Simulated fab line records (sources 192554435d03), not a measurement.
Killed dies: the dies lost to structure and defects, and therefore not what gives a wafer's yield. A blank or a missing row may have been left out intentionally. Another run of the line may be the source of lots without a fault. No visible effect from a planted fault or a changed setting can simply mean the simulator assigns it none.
Split-lot experiment | flow n5Finfet | 21 wafers read across 7 lots, on a route 1938 steps long

== ON THE SPLIT ==
At N5_BEOL_M8_DESCUM_16 (chemistry O2, time 7.9 s), the setting timeS was moved away from the recipe's 7.9 s on 3 of the 21 wafers read, by -20.7% to -8.3%. All remaining wafers had this setting at the recipe value.

Between the split and the reading, the file records no step.

== THE READING ==
CAR-ArF_of_BEOL_M8_COAT_05.thkNm (the simulator's own value, which no gauge read), in nm, at N5_BEOL_M8_ETCH_61 (etches SiARC in CF4, target depth 45.5 nm, time 75.8 s). There is no usual value for it anywhere in the file. Across the 18 wafers here that went through the recipe, the average is 50.9 nm and the standard deviation 0.2 nm.

wafer  | tool, chamber at the split | timeS as run, s | against the recipe | CAR-ArF_of_BEOL_M8_COAT_05.thkNm, nm | against lot-mates on the recipe
L079.1 | rieDiel-04, 0              | 7.247           | -8.3%              | 51.2                                 | +0.1
L079.4 | rieDiel-04, 3              | 7.9             | recipe             | 51                                   | -
L079.6 | rieDiel-04, 3              | 7.9             | recipe             | 51.2                                 | -
L084.2 | rieDiel-04, 0,2            | 7.9             | recipe             | 51.2                                 | -
L084.3 | rieDiel-04, 0,2            | 7.9             | recipe             | 51.2                                 | -
L084.4 | rieDiel-04, 1              | 7.9             | recipe             | 51                                   | -
L086.1 | rieDiel-04, 0              | 7.9             | recipe             | 50.8                                 | -
L086.3 | rieDiel-04, 3,2            | 7.9             | recipe             | 50.6                                 | -
L086.4 | rieDiel-04, 3,2            | 7.9             | recipe             | 50.6                                 | -
L088.2 | rieDiel-06, 1              | 7.9             | recipe             | 51                                   | -
L088.4 | rieDiel-06, 0              | 7.9             | recipe             | 51                                   | -
L088.6 | rieDiel-06, 1              | 7.9             | recipe             | 51.2                                 | -
L095.1 | rieDiel-01, 1,2            | 7.9             | recipe             | 50.8                                 | -
L095.3 | rieDiel-01, 0              | 6.607           | -16.4%             | 51.6                                 | +0.8
L095.6 | rieDiel-01, 1,2            | 7.9             | recipe             | 50.8                                 | -
L096.3 | rieDiel-06, 1              | 6.266           | -20.7%             | 52                                   | +1.0
L096.5 | rieDiel-06, 1              | 7.9             | recipe             | 51                                   | -
L096.6 | rieDiel-06, 0              | 7.9             | recipe             | 51                                   | -
L097.2 | rieDiel-01, 2,0            | 7.9             | recipe             | 51                                   | -
L097.5 | rieDiel-01, 3              | 7.9             | recipe             | 50.6                                 | -
L097.6 | rieDiel-01, 2,0            | 7.9             | recipe             | 50.8                                 | -
The file does not say which wafer passed through which chamber wherever a row lists several chambers: such a row stands for several wafers.

THE FIT
A straight line over all 21 wafers: CAR-ArF_of_BEOL_M8_COAT_05.thkNm changes by -0.0463 nm for each +1% of timeS; r = -0.81; the points scatter about the line by 0.2 nm.
The same after taking each lot's own level away (the mean of its wafers on the recipe; 21 wafers): -0.0458 nm for each +1%; r = -0.92; scatter 0.12 nm.
Per that fit: largest timeS move, reading shift of 0.95 nm.
From 50.67 to 51.13 nm: that is the span of the lots' own levels, equal to 2.3 times the standard deviation above.
The two slopes agree, so the slope changes little with the lot-to-lot level.
Check: with one of the wafers moved furthest among these (-20.7%) left out of the fit, the line predicts +0.86 nm for it against its lot-mates. It came out at +1 nm against them.

== THE WHOLE CHAIN: every reading that the file lists as answering this split, in the file's order ==
step                 | what it does                                           | reading                                                                           | change (the file's fit)                | r (the file's)
N5_BEOL_M8_DESCUM_16 | chemistry O2, time 7.9 s                               | CAR-ArF_of_BEOL_M8_COAT_05.thkNm (the simulator's own value, which no gauge read) | -0.0458 nm for each +1% of the setting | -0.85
N5_BEOL_M8_ETCH_61   | etches SiARC in CF4, target depth 45.5 nm, time 75.8 s | CAR-ArF_of_BEOL_M8_COAT_05.thkNm (the simulator's own value, which no gauge read) | -0.0453 nm for each +1% of the setting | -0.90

== THE FILE'S OWN FIT ==
CAR-ArF_of_BEOL_M8_COAT_05.thkNm changes by -0.0453 nm for each +1% of timeS, r = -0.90.
